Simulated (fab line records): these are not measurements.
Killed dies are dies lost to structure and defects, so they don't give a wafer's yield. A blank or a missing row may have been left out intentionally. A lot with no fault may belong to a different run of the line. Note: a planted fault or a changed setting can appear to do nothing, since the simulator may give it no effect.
Which tool was responsible?	flow n5 finfet	11 lots, 31 wafers sampled, at 6 steps of a route of 1938

## WHAT EACH GAUGE READ, for each wafer
No reading from a measuring or inspecting step in the record can be judged against a usual standard deviation.

## WHICH TOOL RAN EACH LOT (tool, then ch and the chambers of the sampled wafers, then the start)
lot	N5_BEOL_M10_STRIP_19	N5_BEOL_M10_HM_STRIP_39	N5_BEOL_M10_PRE_CLEAN_45	N5_BEOL_M10_SURFACE_TREAT_76	N5_BEOL_M10_CMP_52	N5_PASSIVATION_PROBE_49
L423	rie diel-03 ch 0,2, day 11 08:26	wet bench-02 ch 0,2,5, day 11 10:36	pvd sputter-02, day 11 11:23	pvd sputter-03, day 11 11:49	cmp-02 ch 1,2,3, day 11 12:44	-
L426	rie diel-04 ch 0,1,2, day 11 08:38	wet bench-02 ch 1,3,7, day 11 11:02	pvd sputter-01, day 11 12:13	pvd sputter-03, day 11 12:35	cmp-02 ch 0,1,3, day 11 13:59	-
L429	rie diel-04 ch 2,3, day 12 08:35	wet bench-05 ch 2,4,6, day 12 13:20	pvd sputter-03, day 12 13:53	pvd sputter-03, day 12 14:25	cmp-01 ch 0,1,2, day 12 15:32	-
L431	rie diel-03 ch 1,2, day 12 10:23	wet bench-02 ch 1,2,3, day 12 12:54	pvd sputter-01, day 12 13:43	pvd sputter-01, day 12 14:09	cmp-03 ch 0,1, day 12 15:16	prober-01, day 14 11:56
L432	rie diel-01 ch 0,1,3, day 12 16:41	wet bench-02 ch 3,5,7, day 12 21:33	pvd sputter-01, day 12 22:16	pvd sputter-02, day 12 22:44	cmp-03 ch 0,2,3, day 12 23:43	-
L433	rie diel-03 ch 0,1, day 13 09:45	wet bench-02 ch 1,6,7, day 13 11:22	pvd sputter-03, day 13 12:04	pvd sputter-02, day 13 12:25	cmp-03 ch 0,1,3, day 13 13:41	-
L438	rie diel-03 ch 2,3, day 14 02:58	wet bench-05 ch 1,2, day 14 05:03	pvd sputter-03, day 14 05:43	pvd sputter-03, day 14 06:20	cmp-03 ch 0,2, day 14 07:37	-
L439	rie diel-01 ch 1,2,3, day 14 05:58	wet bench-02 ch 0,2,3, day 14 07:03	pvd sputter-03, day 14 07:40	pvd sputter-03, day 14 08:00	cmp-02 ch 0,1,3, day 14 10:29	-
L440	rie diel-01 ch 0,1,3, day 14 10:58	wet bench-05 ch 1,3,7, day 14 14:56	pvd sputter-01, day 14 15:32	pvd sputter-03, day 14 15:56	cmp-01 ch 0,1,3, day 14 17:00	-
L441	rie diel-01 ch 1,2, day 15 10:41	wet bench-02 ch 3,5, day 15 12:31	pvd sputter-02, day 15 14:06	pvd sputter-01, day 15 14:28	cmp-03 ch 1,3, day 15 15:16	-
L444	rie diel-04 ch 0,3, day 15 15:58	wet bench-02 ch 0,1,6, day 15 20:47	pvd sputter-01, day 15 21:32	pvd sputter-02, day 15 22:01	cmp-01 ch 0,1,3, day 15 22:56	-
- N5_BEOL_M10_STRIP_19: strips in O2.
- N5_BEOL_M10_HM_STRIP_39: strips TiN in peroxide tin strip, target depth 25 nm, time 158 s.
- N5_BEOL_M10_PRE_CLEAN_45: time 30 s.
- N5_BEOL_M10_SURFACE_TREAT_76
- N5_BEOL_M10_CMP_52: polishes, stops on SiCOH lowk, t overpolish 7 s, target thk 140 nm.
- N5_PASSIVATION_PROBE_49

## WHAT THE TOOLS THEMSELVES READ (means of the sampled wafers that have a number; where no wafer has one, the mark that the record gives instead)
N5_BEOL_M10_STRIP_19. Usual: chamber pressure mTorr 30.00 mTorr, standard deviation 0.041; drypump motor current A 5.6 A, standard deviation 0.39; oes product au 0.81 a.u., standard deviation 0.092; rf vpp V 3.6 V, standard deviation 0.59; showerhead plenum p Torr 2.08 Torr, standard deviation 0.057; throttle valve pct 16.53 %, standard deviation 0.26.
lot	tool	chamber pressure mTorr (mTorr)	drypump motor current A (A)	oes product au (a.u.)	rf vpp V (V)	showerhead plenum p Torr (Torr)	throttle valve pct (%)	flag
L423	rie diel-03	30.00	5.9	0.82	3.1	2.09	16.35	
L426	rie diel-04	29.99	5.7	0.79	3.4	2.04	16.58	
L429	rie diel-04	30.00	5.3	0.79	3.8	2.01	16.53	
L431	rie diel-03	29.96	5.4	0.85	3.5	2.12	16.26	
L432	rie diel-01	29.98	5.6	0.72	4.0	2.08	16.56	
L433	rie diel-03	30.01	5.5	0.78	3.6	2.10	16.65	
L438	rie diel-03	29.99	5.6	0.89	2.9	2.08	16.46	
L439	rie diel-01	30.03	5.6	0.77	3.3	2.10	16.48	
L440	rie diel-01	30.02	5.6	0.81	3.5	2.16	16.46	
L441	rie diel-01	29.88	5.8	0.81	3.6	2.06	16.34	
L444	rie diel-04	29.99	5.3	0.79	3.8	1.99	16.59	

N5_BEOL_M10_HM_STRIP_39. Usual: bath guard temp C 50.1 C, standard deviation 0.52; bath heat duty pct 7.2 %, standard deviation 0.86.
lot	tool	bath guard temp C (C)	bath heat duty pct (%)	flag
L423	wet bench-02	50.1	7.3	
L426	wet bench-02	50.3	7.1	
L429	wet bench-05	-	-	OFF
L431	wet bench-02	-	-	OFF
L432	wet bench-02	-	-	OFF
L433	wet bench-02	50.3	6.5	
L438	wet bench-05	50.1	7.4	
L439	wet bench-02	50.2	6.5	
L440	wet bench-05	49.6	7.8	
L441	wet bench-02	50.5	7.7	
L444	wet bench-02	50.2	7.4	

N5_BEOL_M10_PRE_CLEAN_45. Usual: 326 W for heater power w, sd 35.
lot	tool	heater power w (W)	flag
L423	pvd sputter-02	311	
L426	pvd sputter-01	287	
L429	pvd sputter-03	348	
L431	pvd sputter-01	293	
L432	pvd sputter-01	289	
L433	pvd sputter-03	357	
L438	pvd sputter-03	369	
L439	pvd sputter-03	341	
L440	pvd sputter-01	285	
L441	pvd sputter-02	304	
L444	pvd sputter-01	293	

N5_BEOL_M10_CMP_52. Usual: barrier field endpoint s 28.8 s, standard deviation 0.91; edge zone pressure frac 1.000, standard deviation 0.0046; motor current A 6.3 A, standard deviation 0.79.
lot	tool	barrier field endpoint s (s)	edge zone pressure frac	motor current A (A)	flag
L423	cmp-02	30.1	0.998	6.6	
L426	cmp-02	29.2	0.999	6.4	
L429	cmp-01	34.7	0.998	6.2	OFF
L431	cmp-03	34.7	1.002	5.5	OFF
L432	cmp-03	36.1	1.001	6.6	OFF
L433	cmp-03	28.9	0.993	6.3	
L438	cmp-03	28.8	1.000	6.1	
L439	cmp-02	28.1	1.001	6.4	
L440	cmp-01	28.6	0.999	6.1	
L441	cmp-03	28.9	1.006	6.4	
L444	cmp-01	28.3	1.005	6.1	

N5_PASSIVATION_PROBE_49. Usual: defect limited yield 91.1 %, standard deviation 1.4; killed_at_M0_to_M3 36, standard deviation 9.9; killed_at_M4_up 13, standard deviation 5.8; killed at contacts 14, standard deviation 5.9; killed at front end 39, standard deviation 11; killed at other 3.4, standard deviation 2.9; killed dies 105, standard deviation 17; killed open 70, standard deviation 13; killed short 34, standard deviation 7.3; sort_bin_4_leakage 0.00 %, standard deviation 0.0072; sort_bin_5_function 5.3 %, standard deviation 1; sort_bin_6_memory 3.3 %, standard deviation 0.62; sort_bin_8_speed 0.01 %, standard deviation 0.057; sort n pass 1075, standard deviation 17.
lot	tool	defect limited yield (%)	killed_at_M0_to_M3	killed_at_M4_up	killed at contacts	killed at front end	killed at other	killed dies	killed open	killed short	sort_bin_4_leakage (%)	sort_bin_5_function (%)	sort_bin_6_memory (%)	sort_bin_8_speed (%)	sort n pass	flag
L431	prober-01	91.2	41	13	6	43	1.0	104	78	25	0.00	5.1	3.6	0.00	1076	

## THE ANSWER, worked out from the rows above alone
Rule: take the mean of a lot's wafers that have a number; if it is more than 3 standard deviations from the usual mean, the lot is off. Also off: a lot with no number at a reading for which 4 or more lots have one. Where the step has rows for the other lots, those lots are counted as sound. After the gauges, taken in route order, come the tools' own readings; for these a lot's mean is taken, as printed above. The first step at which some lot is off is used, and at that step the reading that is off furthest; a lot without a number counts as furthest.
Off: L429, L431, L432, at N5_BEOL_M10_HM_STRIP_39 (bath guard temp C). Without a number there: L429, L431, L432.
If a tool, at that step or one of the process steps before it, ran each lot that is off and ran no sound lot following the first of them, it fits. No candidate that was tried fits.

## WHAT THE SIMULATOR PUT IN
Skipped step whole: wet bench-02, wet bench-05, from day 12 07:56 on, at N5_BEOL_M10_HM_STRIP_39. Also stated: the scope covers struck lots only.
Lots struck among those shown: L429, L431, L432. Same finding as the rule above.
